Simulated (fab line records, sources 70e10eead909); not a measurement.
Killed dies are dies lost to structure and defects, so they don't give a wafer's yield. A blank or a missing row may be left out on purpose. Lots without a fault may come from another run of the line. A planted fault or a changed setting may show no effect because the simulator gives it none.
fab line records | flow nand_harc
record lots=5 wafers=15 last_day=34
route steps=1302 shown A_CHANNEL_HOLE_D2@575 A_CHANNEL_FILL_D2@610 END@1302
lots that met no fault: from a run of the same line without faults
start_h: hours from the record's first day to the start of the lot's first wafer shown | wait_h: hours since the lot's step before | " the same as in the row above | L1.1+2: a row that stands for several wafers | - no value, or no start given | * or withheld: withheld | < > ~ a bound
route shown NAME@n: a module of which the file shows steps, and the number in the route of the first | usual: mean/standard deviation of fault-free wafers | same: alike in all rows | chamber/n: place in a boat | sites: the reading at each site | _std_site: their standard deviation | _edge_site: outer sites' mean less inner sites' | radius_mm: how far each site lies from the wafer's centre | mask NAME#n: copy n | behind: the tool/chamber that last shaped the wafer | hold: why the lot was held/for how many hours/how that ended | device: the transistor (n, p or np) that didn't switch | end of line: the same wafers' tests at the end of the route | a step without rows: its recipe alone | killed: dies lost to structure and defects at the first sort, not the wafer's yield | map: a wafer's dies, x killed, . not, _ none there
set.NAME: the setting as run; set.NAME@STEP: as run at that earlier step | model.NAME: the simulator's own value behind a step, which no gauge read
lots at some steps of the route; a table a step, a row a wafer
services: from which hour (start_h, from the record's first day; less than 0 if before it) a tool's chamber was out of use, for how many hours, and why
## steps
# step NHARC_A_CHANNEL_HOLE_D2_COAT_37
# recipe temp_c=225 time_s=65
# step NHARC_A_CHANNEL_HOLE_D2_COAT_04
# recipe spin_rpm=1500 resist_thk_nm=90
# step NHARC_A_CHANNEL_HOLE_D2_SOFTBAKE_05
# recipe temp_c=105 time_s=55
# step NHARC_A_CHANNEL_HOLE_D2_EBR_06
# step NHARC_A_CHANNEL_HOLE_D2_EXPOSE_07
# recipe na=1.35 target_cd_nm=100 sigma_outer=0.3 dose_mj=59.65 mask_id=HOLE_D2
# step NHARC_A_CHANNEL_HOLE_D2_PEB_08
# recipe peb_temp_c=100 peb_time_s=65
# step NHARC_A_CHANNEL_HOLE_D2_DEVELOP_09
# recipe develop_time_s=35 dev_temp_c=23
# step NHARC_A_CHANNEL_HOLE_D2_DESCUM_15
# recipe time_s=3 o2_flow_sccm=200 ar_flow_sccm=0 bias_power_w=0 chemistry=O2
# step NHARC_A_CHANNEL_HOLE_D2_ETCH_38
# recipe target_depth_a=390 over_etch_frac=0.3 time_s=65 ion_energy_ev=80 cf4_flow_sccm=150 ar_flow_sccm=0 rf_w=300 bias_w=100 chemistry=CF4
# step NHARC_A_CHANNEL_HOLE_D2_ETCH_39
# recipe target_depth_a=2600 over_etch_frac=0.3 time_s=325 ion_energy_ev=200 n2_flow_sccm=150 h2_flow_sccm=150 ar_flow_sccm=0 rf_w=400 bias_w=150 chemistry=N2/H2
# usual drypump_motor_current_A=5.7/0.41 oes_product_au=1.000/0.0079 rf_vpp_V=429.7/2.9 showerhead_plenum_p_Torr=2.01/0.099 throttle_valve_pct=14.172/0.0091
# columns lot.wafer tool chamber start_h wait_h drypump_motor_current_A oes_product_au rf_hours_counter_h rf_vpp_V showerhead_plenum_p_Torr throttle_valve_pct
L830.4 rie_diel-10 3 351.37 - 5.4 0.993 5.5 430.5 2.05 14.168
L830.5 " 3 " " 5.4 0.997 - 429.9 2.05 14.163
L830.6 " 0 " " 6.3 1.008 - 428.2 1.93 14.149
L832.1 rie_diel-10 0 358.92 - 6.2 1.008 6.1 427.9 1.93 14.171
L832.3 " 3 " " 5.4 1.010 6.1 431.9 2.05 14.176
L832.5 " 1 " " 5.8 0.996 - 431.9 2.09 14.161
L833.1 rie_diel-10 2 373.52 - 5.6 0.999 8.4 433.8 2.19 14.174
L833.3 " 0 " " 6.2 1.005 7.6 427.3 1.93 14.162
L833.6 " 3 " " 5.4 0.998 - 432.1 2.05 14.184
L844.1 rie_diel-10 3 487.53 - 5.4 0.990 3.7 430.3 2.05 14.178
L844.2 " 0 " " 6.2 1.004 4.1 425.0 1.93 14.174
L844.5 " 1 " " 5.7 0.990 - 431.2 2.09 14.175
L846.4 rie_diel-06 2 548.43 - 5.0 0.997 3.9 432.3 2.08 14.181
L846.1 " 3 " " 5.5 0.996 3.3 426.6 1.89 14.158
L846.5 " 1 " " 6.4 0.989 - 426.9 1.92 14.184
# step NHARC_A_CHANNEL_HOLE_D2_ETCH_34
# recipe target_depth_a=1540 time_s=77 cf4_flow_sccm=100 chf3_flow_sccm=30 ar_flow_sccm=0 rf_w=500 bias_w=200 chemistry=CF4/CHF3
# step NHARC_A_CHANNEL_HOLE_D2_ETCH_16
# recipe target_depth_a=31000 over_etch_frac=0.3 time_s=806 ion_energy_ev=150 o2_flow_sccm=400 cos_flow_sccm=20 ar_flow_sccm=0 rf_w=500 bias_w=300 chemistry=O2/COS
# step NHARC_A_CHANNEL_HOLE_D2_ETCH_19
# recipe bias_v=1200 source_w=2500 pressure_mtorr=15 time_s=34.5 ar_flow_sccm=375 c4f8_flow_sccm=28.8 o2_flow_sccm=96.2 temp_c=-20 target_depth_a=* chemistry=C4F8/O2/Ar
# step NHARC_A_CHANNEL_HOLE_D2_ETCH_20
# recipe bias_v=3000 source_w=withheld pressure_mtorr=20 time_s=361.9 ar_flow_sccm=375 c4f8_flow_sccm=89.3 o2_flow_sccm=35.7 temp_c=-20 target_depth_a=16000 chemistry=C4F8/O2/Ar
# step NHARC_A_CHANNEL_HOLE_D2_ETCH_21
# recipe bias_v=3000 source_w=withheld pressure_mtorr=20 time_s=514.3 ar_flow_sccm=375 c4f8_flow_sccm=89.3 o2_flow_sccm=35.7 temp_c=-20 target_depth_a=16000 chemistry=C4F8/O2/Ar
# step NHARC_A_CHANNEL_HOLE_D2_ETCH_22
# recipe bias_v=3000 source_w=withheld pressure_mtorr=20 time_s=666.7 ar_flow_sccm=375 c4f8_flow_sccm=89.3 o2_flow_sccm=35.7 temp_c=-20 target_depth_a=16000 chemistry=C4F8/O2/Ar
# step NHARC_A_CHANNEL_HOLE_D2_ETCH_23
# recipe bias_v=5000 source_w=withheld pressure_mtorr=20 time_s=819 ar_flow_sccm=375 c4f8_flow_sccm=89.3 o2_flow_sccm=35.7 temp_c=-20 target_depth_a=16000 chemistry=C4F8/O2/Ar
# step NHARC_A_CHANNEL_HOLE_D2_ETCH_24
# recipe bias_v=5000 source_w=withheld pressure_mtorr=20 time_s=906.2 ar_flow_sccm=375 c4f8_flow_sccm=93.8 o2_flow_sccm=31.2 temp_c=-20 target_depth_a=15000 chemistry=C4F8/O2/Ar
# step NHARC_A_CHANNEL_HOLE_D2_ETCH_25
# recipe bias_v=5000 source_w=withheld pressure_mtorr=20 time_s=1040.2 ar_flow_sccm=375 c4f8_flow_sccm=93.8 o2_flow_sccm=31.2 temp_c=-20 target_depth_a=15000 chemistry=C4F8/O2/Ar
# step NHARC_A_CHANNEL_HOLE_D2_ETCH_26
# recipe bias_v=300 source_w=2000 pressure_mtorr=30 time_s=224.1 ar_flow_sccm=375 c4f8_flow_sccm=11.4 o2_flow_sccm=113.6 temp_c=-20 target_depth_a=3000 chemistry=C4F8/O2/Ar
# step NHARC_A_CHANNEL_HOLE_D2_ETCH_27
# recipe bias_v=400 source_w=2000 pressure_mtorr=25 time_s=90 ar_flow_sccm=375 c4f8_flow_sccm=41.7 o2_flow_sccm=83.3 temp_c=-20 target_depth_a=4000 chemistry=C4F8/O2/Ar
# step NHARC_A_CHANNEL_HOLE_D2_STRIP_41
# recipe n2_flow_sccm=150 h2_flow_sccm=150 ar_flow_sccm=0 bias_w=0 chemistry=N2/H2
# step NHARC_A_CHANNEL_HOLE_D2_STRIP_42
# recipe cf4_flow_sccm=100 chf3_flow_sccm=30 ar_flow_sccm=0 bias_w=0 chemistry=CF4/CHF3
# step NHARC_A_CHANNEL_HOLE_D2_STRIP_43
# recipe o2_flow_sccm=400 cos_flow_sccm=20 ar_flow_sccm=0 bias_w=0 chemistry=O2/COS
# step NHARC_A_CHANNEL_HOLE_D2_ETCH_44
# recipe target_depth_a=1400 overetch_a=140 time_s=77 ion_energy_ev=100 cf4_flow_sccm=80 o2_flow_sccm=20 ar_flow_sccm=0 rf_w=300 bias_w=100 chemistry=CF4/O2
# step NHARC_A_CHANNEL_HOLE_D2_STRIP_28
# recipe o2_flow_sccm=500 ar_flow_sccm=0 bias_w=0 chemistry=O2
# step NHARC_A_CHANNEL_HOLE_D2_PRECLEAN_29
# recipe time_s=* temp_c=50 bath_age_min=0 chemistry=SC1
# step NHARC_A_CHANNEL_HOLE_D2_SRD_30
# step NHARC_A_CHANNEL_HOLE_D2_XSEM_32
# recipe landing_energy_ev=35000
# step NHARC_A_CHANNEL_HOLE_D2_INSPECT_40
# usual raw_defect_count=283/100
# columns lot.wafer tool chamber start_h wait_h raw_defect_count
L830.4 defect_inspect-01 - 358.14 - 558
L830.5 " - " " 540
L830.6 " - " " 593
L832.1 defect_inspect-02 - 366.10 - 626
L832.3 " - " " 701
L832.5 " - " " 611
L833.1 defect_inspect-02 - 380.73 - 636
L833.3 " - " " 604
L833.6 " - " " 582
L844.1 defect_inspect-01 - 494.18 - 276
L844.2 " - " " 294
L844.5 " - " " 326
L846.1 defect_inspect-02 - 559.51 - 175
L846.4 " - " " 288
L846.5 " - " " 306
# step NHARC_A_CHANNEL_FILL_D2_PRECLEAN_00
# recipe time_s=* temp_c=50 bath_age_min=0 chemistry=SC1
# step NHARC_END_SORT_01
# recipe temp_c=25
# usual killed_at_array=58/15 killed_at_other=0.8/1.2 killed_at_periphery=3.5/2.5 killed_dies=62/15 killed_open=3.2/1.7 killed_short=2.4/1.5
# same gross_dies=677
# columns lot.wafer tool chamber start_h wait_h killed_at_array killed_at_other killed_at_periphery killed_dies killed_open killed_short
L830.4 prober-02 0 633.99 3.4 82 0 2 84 3 1
L830.5 prober-02 0 634.79 3.7 81 0 3 84 2 1
L830.6 prober-02 0 635.60 4.0 110 2 1 113 3 1
L833.1 prober-01 0 638.96 2.5 135 0 7 142 3 5
L833.3 prober-01 0 640.57 3.1 114 0 8 122 1 1
L833.6 prober-01 0 642.98 4.0 86 2 5 93 2 1
L832.1 prober-02 0 651.95 2.5 139 1 1 141 2 0
L832.3 prober-02 0 653.53 3.1 128 1 3 132 4 3
L832.5 prober-02 0 655.12 3.7 134 1 2 137 4 1
# killed by level:class
L830.4 A_CHANNEL_HOLE_D2:unspecified=36 A_SLIT:chamber_film_flake=28 A_CONTACT:chamber_film_flake=5 A_CHANNEL_HOLE_D2:chamber_film_flake=4 A_CHANNEL_HOLE_D1:chamber_film_flake=2 A_STAIRCASE:chamber_film_flake=2 A_ONON_D1:geometric_particle:open=1 A_ONON_D1:geometric_particle:short=1
L830.5 A_CHANNEL_HOLE_D2:unspecified=34 A_SLIT:chamber_film_flake=28 A_CHANNEL_HOLE_D2:chamber_film_flake=8 A_CHANNEL_HOLE_D1:chamber_film_flake=5 A_CONTACT:chamber_film_flake=4 P_GATE:chamber_film_flake=2 P_CONTACT:geometric_particle:open=1 A_WL_FILL:geometric_particle:short=1
L830.6 A_CHANNEL_HOLE_D2:unspecified=61 A_SLIT:chamber_film_flake=28 A_CONTACT:chamber_film_flake=8 A_CHANNEL_HOLE_D2:chamber_film_flake=5 A_CHANNEL_HOLE_D1:chamber_film_flake=2 A_WL_FILL:chamber_film_flake=2 A_CHANNEL_FILL_D1:geometric_particle:short=1 A_BLC:geometric_particle:open=1
L833.1 A_CHANNEL_HOLE_D2:unspecified=78 A_SLIT:chamber_film_flake=30 A_CHANNEL_HOLE_D2:chamber_film_flake=9 P_M1:chamber_film_flake=4 A_STAIRCASE:chamber_film_flake=3 A_CONTACT:chamber_film_flake=3 A_ONON_D1:geometric_particle:short=2 A_CHANNEL_FILL_D1:geometric_particle:short=2
L833.3 A_CHANNEL_HOLE_D2:unspecified=62 A_SLIT:chamber_film_flake=25 A_CHANNEL_HOLE_D2:chamber_film_flake=13 A_STAIRCASE:chamber_film_flake=4 P_GATE:chamber_film_flake=3 P_M1:chamber_film_flake=3 A_CONTACT:chamber_film_flake=3 P_ZERO_WELL:chamber_film_flake=2
L833.6 A_CHANNEL_HOLE_D2:unspecified=37 A_SLIT:chamber_film_flake=23 A_CHANNEL_HOLE_D2:chamber_film_flake=11 A_STAIRCASE:chamber_film_flake=8 P_GATE:chamber_film_flake=2 P_M1:chamber_film_flake=2 THIN_TSV:chamber_film_flake=2 A_CHANNEL_FILL_D1:chamber_film_flake=1
L832.1 A_CHANNEL_HOLE_D2:unspecified=62 A_CHANNEL_HOLE_D1:chamber_film_flake=31 A_SLIT:chamber_film_flake=28 A_CHANNEL_HOLE_D2:chamber_film_flake=7 A_CONTACT:chamber_film_flake=3 A_DECK1_JOINT:chamber_film_flake=2 A_STAIRCASE:chamber_film_flake=2 A_CHANNEL_FILL_D1:geometric_particle:open=1
L832.3 A_SLIT:chamber_film_flake=34 A_CHANNEL_HOLE_D2:unspecified=31 A_CHANNEL_HOLE_D1:chamber_film_flake=30 A_CHANNEL_HOLE_D2:chamber_film_flake=14 A_CONTACT:chamber_film_flake=5 A_STAIRCASE:chamber_film_flake=3 A_BONDPAD:chamber_film_flake=3 P_GATE:geometric_particle:open=1
L832.5 A_CHANNEL_HOLE_D2:unspecified=50 A_CHANNEL_HOLE_D1:chamber_film_flake=35 A_SLIT:chamber_film_flake=30 A_STAIRCASE:chamber_film_flake=5 A_CHANNEL_HOLE_D2:chamber_film_flake=4 A_CHANNEL_FILL_D2:geometric_particle:open=2 A_WL_FILL:chamber_film_flake=2 A_BONDPAD:chamber_film_flake=2
# map L830.6 (x killed, . not)
____________.____________
_________......._________
_______..........._______
______.x...........______
_____..............._____
____.................____
____.........x.x.....____
___........x........xx___
___.x......x..x.....x.___
__.........xxx.......x.__
__........x.xx.x.....xx__
_.........xxxxxx.......x_
_.........xxxxxx........_
_........x.xxx.x........_
_.........x..x.........._
_......................._
.........................
.............xxxx......x.
.........................
.......x.................
..x......................
_.....x................._
_....xx................._
_.x.....x..............._
_..xxxx....x............_
_..xxxxxx..............._
__.xxxxxx.......x....x.__
__xxxxxxxxx............__
___xxxxxx.............___
___xxxxxxxx...........___
____xxxxx.x........x.____
____xxxxxx...........____
_____xxxx..........._____
______x.x..........______
_______..........._______
_________......._________
____________.____________
# map L832.1 (x killed, . not)
____________.____________
_________......._________
_______..........._______
______.............______
_____..............._____
____x.x.....x.......x____
____.....x.....x.....____
___..........x.x......___
___.....x...x.........___
__........x.x..........__
__........xxxxxx.......__
_....x....x.xxxx......x._
_......x..x.xxxx..x.x..._
_........x.xxxx........._
_..........x.xx........._
_.........x..xx........._
.x.............x.........
.........................
..x......................
.........................
.........................
_....xx................._
_..x...x................_
_..xxxx....x............_
_...xxxx...x............_
_..xxxxxx...x..........._
__xxxxxxx.x............__
__.xxxxxxxx.xx.........__
___xxxxxxxxxx.........___
___xxxxxxxxx..x.......___
____xxxxxx.xxx.......____
____xxxxxxxx.........____
_____xxxxxxxx......._____
______xxxx.x.x.....______
_______.xx..x....._______
_________..x...._________
____________.____________
## services
# columns tool chamber start_h hours kind
rie_diel-10 0 349.72 - clean
rie_diel-10 1 349.72 - clean
rie_diel-10 2 349.72 - clean
rie_diel-10 3 349.72 - clean
rie_diel-10 0 374.22 - clean
rie_diel-10 1 374.22 - clean
rie_diel-10 2 374.22 - clean
rie_diel-10 3 374.22 - clean
rie_diel-06 - 386.59 0.6 repair
rie_diel-10 0 398.72 - clean
rie_diel-10 1 398.72 - clean
rie_diel-10 2 398.72 - clean
rie_diel-10 3 398.72 - clean
rie_diel-10 3 415.09 3.8 repair
rie_diel-10 1 417.68 4.7 repair
rie_diel-10 - 419.50 9.0 pm
rie_diel-10 0 419.50 9.0 vent_cycle
rie_diel-10 2 419.50 9.0 vent_cycle
rie_diel-10 3 419.50 9.0 vent_cycle
rie_diel-10 0 428.50 - clean
rie_diel-10 1 428.50 - clean
rie_diel-10 2 428.50 - clean
rie_diel-10 2 437.43 6.2 repair
rie_diel-06 - 484.20 9.0 pm
## key
first_sign step=NHARC_A_CHANNEL_HOLE_D2_INSPECT_40 reading=raw_defect_count direction=up sigmas=3.1 usual=283 struck=606
effect step=NHARC_END_SORT_01 reading=killed_dies direction=up sigmas=3.7 usual=62 struck=116
more_kills_born_at NHARC_A_CHANNEL_HOLE_D2_ETCH_39@rie_diel-10=451
met_at NHARC_A_CHANNEL_HOLE_D2_ETCH_39
struck_wafers L830.4,L830.5,L830.6,L832.1,L832.3,L832.5,L833.1,L833.3,L833.6
tester_left_out L830,L832,L833
fault kind=chamber_particle_source tool=rie_diel-10 chamber=- onset_h=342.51 steps=NHARC_A_CHANNEL_HOLE_D2_ETCH_39 rate_per_visit_cm2=0.64345 end_h=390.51
# tester_left_out: of these lots the tester's yield and bins aren't shown, on N5 and GAA mostly nor the transistor test; their killed dies are dies lost to structure and defects alone, not to doping, threshold or leakage, so they don't give the yield
